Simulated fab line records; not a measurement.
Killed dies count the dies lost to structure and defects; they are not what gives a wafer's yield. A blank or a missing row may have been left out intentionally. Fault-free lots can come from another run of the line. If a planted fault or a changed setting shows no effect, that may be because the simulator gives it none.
What tool caused it? + flow n5-finfet + 9 lots with 27 wafers sampled at 6 steps, on a route of 1938 steps

## WHAT EACH GAUGE READ, for each wafer
N5_BEOL_M3_CD_MEAS_28: target cd 25.7 nm, target cd y 23.3 nm. Usual: cd-nm reads 25.74 nm (standard deviation 0.28).
| lot  | measured     | on        | cd-nm (nm)        | flag |
|------|--------------|-----------|-------------------|------|
| L830 | day 7 09:35  | cd-sem-02 | 26.03 25.99 25.73 |      |
| L829 | day 7 15:03  | cd-sem-01 | 25.63 25.21 25.87 |      |
| L833 | day 8 09:01  | cd-sem-01 | 26.47 25.90 26.15 |      |
| L836 | day 9 01:04  | cd-sem-02 | 26.20 25.94 25.88 |      |
| L840 | day 10 01:52 | cd-sem-01 | 25.84 25.72 25.42 |      |
| L844 | day 11 01:35 | cd-sem-02 | 25.38 25.64 25.37 |      |
| L846 | day 12 10:49 | cd-sem-02 | 25.80 25.51 25.79 |      |
| L850 | day 12 22:58 | cd-sem-03 | 25.83 25.79 26.17 |      |
| L851 | day 13 01:53 | cd-sem-01 | 26.06 25.68 25.33 |      |

N5_BEOL_M3_OCD_MEAS_38. Usual: trench-depth-nm reads 55.4 nm (standard deviation 1.2).
| lot  | measured     | on     | trench-depth-nm (nm) | flag |
|------|--------------|--------|----------------------|------|
| L830 | day 7 11:08  | ocd-02 | 54.6 54.6 56.5       |      |
| L829 | day 7 16:17  | ocd-01 | 54.8 57.1 54.9       |      |
| L833 | day 8 10:52  | ocd-01 | 56.2 55.6 56.3       |      |
| L836 | day 9 01:51  | ocd-01 | 56.6 56.3 55.9       |      |
| L840 | day 10 03:10 | ocd-02 | 56.9 55.8 55.2       |      |
| L844 | day 11 22:59 | ocd-02 | 47.9 55.1 56.9       |      |
| L846 | day 12 11:37 | ocd-02 | 55.7 58.0 47.7       |      |
| L850 | day 13 02:00 | ocd-02 | 53.9 53.1 53.4       |      |
| L851 | day 13 05:02 | ocd-02 | 56.1 55.3 54.8       |      |

N5_BEOL_M4_RC_MEAS_101. Usual: DIBL_N 36.4 mV/V, standard deviation 2; DIBL_P 36.1 mV/V, standard deviation 2.5; IOFF_N 0.16 nA/um, standard deviation 0.037; IOFF_P 0.20 nA/um, standard deviation 0.038; ION_N 670 uA/um, standard deviation 13; ION_P 459 uA/um, standard deviation 8.3; SS_N 71.6 mV/dec, standard deviation 0.69; SS_P 73.3 mV/dec, standard deviation 0.72; VT_N 250 mV, standard deviation 3.4; VT_P -251 mV, standard deviation 3.1.
| lot  | measured     | on        | DIBL_N (mV/V)  | DIBL_P (mV/V)  | IOFF_N (nA/um) | IOFF_P (nA/um) | ION_N (uA/um) | ION_P (uA/um) | SS_N (mV/dec)  | SS_P (mV/dec)  | VT_N (mV)   | VT_P (mV)      | flag |
|------|--------------|-----------|----------------|----------------|----------------|----------------|---------------|---------------|----------------|----------------|-------------|----------------|------|
| L830 | day 8 06:40  | prober-01 | 35.9 36.8 33.4 | 36.2 37.7 33.5 | 0.15 0.17 0.12 | 0.18 0.21 0.15 | 662 678 659   | 449 462 454   | 71.2 71.3 70.8 | 73.6 73.8 73.1 | 251 250 251 | -252 -249 -253 |      |
| L829 | day 8 09:23  | prober-02 | 39.1 42.8 39.8 | 41.0 44.9 39.7 | 0.19 0.27 0.20 | 0.25 0.32 0.21 | 673 691 665   | 457 466 449   | 72.4 72.8 72.5 | 73.9 75.0 73.8 | 251 246 248 | -250 -248 -252 |      |
| L833 | day 9 03:44  | prober-01 | 34.9 39.3 35.5 | 34.7 39.6 34.9 | 0.13 0.22 0.14 | 0.16 0.25 0.16 | 665 680 663   | 454 461 449   | 70.6 72.3 71.7 | 72.8 73.9 73.0 | 255 249 251 | -254 -249 -255 |      |
| L836 | day 9 15:30  | prober-01 | 36.6 36.1 34.6 | 35.8 34.4 32.6 | 0.15 0.14 0.13 | 0.22 0.21 0.18 | 653 664 661   | 456 462 461   | 71.7 70.7 70.5 | 72.9 72.8 73.0 | 252 250 252 | -248 -249 -251 |      |
| L840 | day 10 20:03 | prober-01 | 37.7 36.1 38.8 | 36.5 35.0 37.2 | 0.17 0.15 0.21 | 0.21 0.20 0.25 | 657 664 681   | 454 457 464   | 72.8 71.1 72.5 | 74.1 73.9 74.4 | 248 248 245 | -252 -251 -251 |      |
| L844 | day 12 15:23 | prober-01 | 38.5 34.5 37.0 | 37.5 32.4 36.0 | 0.20 0.12 0.15 | 0.24 0.15 0.21 | 675 657 662   | 458 453 451   | 72.3 70.6 71.0 | 73.6 73.1 73.9 | 247 256 250 | -248 -257 -251 |      |
| L846 | day 13 02:29 | prober-01 | 37.0 35.0 35.4 | 39.0 34.6 36.6 | 0.17 0.12 0.13 | 0.27 0.20 0.22 | 674 654 661   | 469 461 467   | 71.6 71.4 71.2 | 73.9 72.7 73.8 | 252 254 253 | -246 -250 -247 |      |
| L850 | day 13 16:30 | prober-01 | 36.7 37.6 35.3 | 36.9 36.4 34.9 | 0.18 0.17 0.13 | 0.19 0.18 0.17 | 676 668 651   | 455 445 452   | 71.4 71.6 70.8 | 74.0 73.9 72.3 | 246 247 251 | -254 -255 -256 |      |
| L851 | day 14 01:40 | prober-01 | 36.2 37.2 38.3 | 36.3 37.4 38.5 | 0.15 0.18 0.20 | 0.22 0.22 0.26 | 688 674 703   | 473 459 484   | 71.5 72.4 71.7 | 73.5 74.0 73.7 | 248 249 243 | -250 -252 -248 |      |

## EACH LOT AND THE TOOL THAT RAN IT (in order: tool; ch and the chambers of the sampled wafers; start)
| lot  | N5_BEOL_M3_ETCH_77                 | N5_BEOL_M3_TRENCH_ETCH_37          | N5_BEOL_M3_SPUTTER_48        |
|------|------------------------------------|------------------------------------|------------------------------|
| L830 | rie-diel-03 ch 0,2,3, day 7 09:56  | rie-diel-03 ch 0,2,3, day 7 10:59  | pvd-sputter-02, day 7 13:36  |
| L829 | rie-diel-01 ch 2,3, day 7 15:31    | rie-diel-01 ch 0,1,2, day 7 16:08  | pvd-sputter-01, day 7 17:02  |
| L833 | rie-diel-06 ch 1,2, day 8 09:14    | rie-diel-06 ch 0,2,3, day 8 10:43  | pvd-sputter-02, day 8 12:25  |
| L836 | rie-diel-03 ch 0,2,3, day 9 01:14  | rie-diel-06 ch 0,1,3, day 9 01:42  | pvd-sputter-01, day 9 03:28  |
| L840 | rie-diel-06 ch 0,1,3, day 10 02:02 | rie-diel-06 ch 0,1,3, day 10 03:01 | pvd-sputter-02, day 10 05:49 |
| L844 | rie-diel-06 ch 1,3, day 11 01:44   | rie-diel-06 ch 0,1,3, day 11 22:49 | pvd-sputter-03, day 12 00:51 |
| L846 | rie-diel-06 ch 0,2, day 12 10:58   | rie-diel-06 ch 0,2,3, day 12 11:28 | pvd-sputter-02, day 12 12:24 |
| L850 | rie-diel-06 ch 1,2,3, day 12 23:07 | rie-diel-03 ch 1,2, day 13 01:51   | pvd-sputter-01, day 13 03:33 |
| L851 | rie-diel-06 ch 0,1,3, day 13 02:02 | rie-diel-01 ch 1,3, day 13 04:53   | pvd-sputter-02, day 13 07:44 |
- N5_BEOL_M3_ETCH_77: etches underlayer in N2/H2, target depth 6.5 nm, time 5.2 s.
- N5_BEOL_M3_TRENCH_ETCH_37: etches SiOC in C4F6/O2, target depth 55.555 nm, time 29.2 s.
- N5_BEOL_M3_SPUTTER_48: material Cu, target thk 4.5 nm, time 8.29 s.

## WHAT THE TOOLS THEMSELVES READ (means of the sampled wafers that have a number; where no wafer has one, the mark that the record gives instead)
N5_BEOL_M3_ETCH_77. Usual: drypump-motor-current-A 6.0 A (standard deviation 0.44); etch-rf-on-time-s 5.18 s (standard deviation 0.18); h2-flow-sccm 200.1 sccm (standard deviation 0.54); oes-product-au 0.65 a.u. (standard deviation 0.063); rf-vpp-V 524 V (standard deviation 3.3); showerhead-plenum-p-Torr 2.53 Torr (standard deviation 0.12); throttle-valve-pct 17.93 % (standard deviation 0.25).
| lot  | tool        | drypump-motor-current-A (A) | etch-rf-on-time-s (s) | h2-flow-sccm (sccm) | oes-product-au (a.u.) | rf-vpp-V (V) | showerhead-plenum-p-Torr (Torr) | throttle-valve-pct (%) | flag |
|------|-------------|-----------------------------|-----------------------|---------------------|-----------------------|--------------|---------------------------------|------------------------|------|
| L830 | rie-diel-03 | 5.9                         | 5.25                  | 199.7               | 0.64                  | 525          | 2.59                            | 17.91                  |      |
| L829 | rie-diel-01 | 5.4                         | 5.24                  | 199.8               | 0.64                  | 526          | 2.61                            | 18.35                  |      |
| L833 | rie-diel-06 | 6.2                         | 5.18                  | 199.7               | 0.70                  | 527          | 2.63                            | 17.97                  |      |
| L836 | rie-diel-03 | 5.9                         | 5.26                  | 200.6               | 0.62                  | 524          | 2.58                            | 17.94                  |      |
| L840 | rie-diel-06 | 6.3                         | 5.17                  | 199.9               | 0.67                  | 522          | 2.50                            | 17.71                  |      |
| L844 | rie-diel-06 | 6.3                         | 5.19                  | 200.8               | 0.69                  | 525          | 2.58                            | 17.81                  |      |
| L846 | rie-diel-06 | 5.9                         | 4.95                  | 200.0               | 0.75                  | 522          | 2.45                            | 17.82                  |      |
| L850 | rie-diel-06 | 6.0                         | 5.05                  | 199.9               | 0.72                  | 523          | 2.50                            | 17.84                  |      |
| L851 | rie-diel-06 | 6.3                         | 5.07                  | 200.1               | 0.66                  | 522          | 2.49                            | 17.76                  |      |

N5_BEOL_M3_TRENCH_ETCH_37. Usual: drypump-motor-current-A 5.9 A, standard deviation 0.46; oes_ar_750_au 0.76 a.u., standard deviation 0.075; oes-product-au 0.76 a.u., standard deviation 0.078; rf-vpp-V 662 V, standard deviation 21; showerhead-plenum-p-Torr 2.84 Torr, standard deviation 0.11; throttle-valve-pct 20.97 %, standard deviation 0.26.
| lot  | tool        | drypump-motor-current-A (A) | oes_ar_750_au (a.u.) | oes-product-au (a.u.) | rf-vpp-V (V) | showerhead-plenum-p-Torr (Torr) | throttle-valve-pct (%) | flag |
|------|-------------|-----------------------------|----------------------|-----------------------|--------------|---------------------------------|------------------------|------|
| L830 | rie-diel-03 | 5.9                         | 0.75                 | 0.75                  | 683          | 2.90                            | 20.93                  |      |
| L829 | rie-diel-01 | 5.5                         | 0.71                 | 0.71                  | 660          | 2.90                            | 21.16                  |      |
| L833 | rie-diel-06 | 6.0                         | 0.75                 | 0.74                  | 647          | 2.73                            | 20.88                  |      |
| L836 | rie-diel-06 | 6.3                         | 0.80                 | 0.80                  | 648          | 2.80                            | 20.69                  |      |
| L840 | rie-diel-06 | 6.3                         | 0.79                 | 0.79                  | 649          | 2.80                            | 20.70                  |      |
| L844 | rie-diel-06 | 6.3                         | 0.78                 | 0.78                  | 647          | 2.79                            | 20.72                  |      |
| L846 | rie-diel-06 | 6.1                         | 0.81                 | 0.81                  | 647          | 2.72                            | 20.82                  |      |
| L850 | rie-diel-03 | 6.4                         | 0.67                 | 0.66                  | 694          | 2.84                            | 21.12                  |      |
| L851 | rie-diel-01 | 5.4                         | 0.79                 | 0.78                  | 656          | 2.86                            | 21.15                  |      |

N5_BEOL_M3_SPUTTER_48. Usual: throttle-valve-pct reads 29.9 % (standard deviation 1.3).
| lot  | tool           | throttle-valve-pct (%) | flag |
|------|----------------|------------------------|------|
| L830 | pvd-sputter-02 | 29.5                   |      |
| L829 | pvd-sputter-01 | 29.3                   |      |
| L833 | pvd-sputter-02 | 30.1                   |      |
| L836 | pvd-sputter-01 | 29.5                   |      |
| L840 | pvd-sputter-02 | 30.0                   |      |
| L844 | pvd-sputter-03 | 31.3                   |      |
| L846 | pvd-sputter-02 | 30.2                   |      |
| L850 | pvd-sputter-01 | 27.7                   |      |
| L851 | pvd-sputter-02 | 30.3                   |      |

## THE ANSWER, worked out from the rows above alone
Rule: a lot is off if the mean of its wafers that have a number lies more than 3 standard deviations from the usual mean. Also off: a lot with no number at a reading for which 4 or more lots have one. All remaining lots with rows at the step are treated as sound. After the gauges, taken in route order, come the tools' own readings; for these a lot's mean is taken, as printed above. At the first step where some lot is off, the reading lying furthest off is the one used; lots without a number count as furthest.
None of the lots is off at any reading shown; this tells nothing.

## WHAT THE SIMULATOR HAD INSERTED
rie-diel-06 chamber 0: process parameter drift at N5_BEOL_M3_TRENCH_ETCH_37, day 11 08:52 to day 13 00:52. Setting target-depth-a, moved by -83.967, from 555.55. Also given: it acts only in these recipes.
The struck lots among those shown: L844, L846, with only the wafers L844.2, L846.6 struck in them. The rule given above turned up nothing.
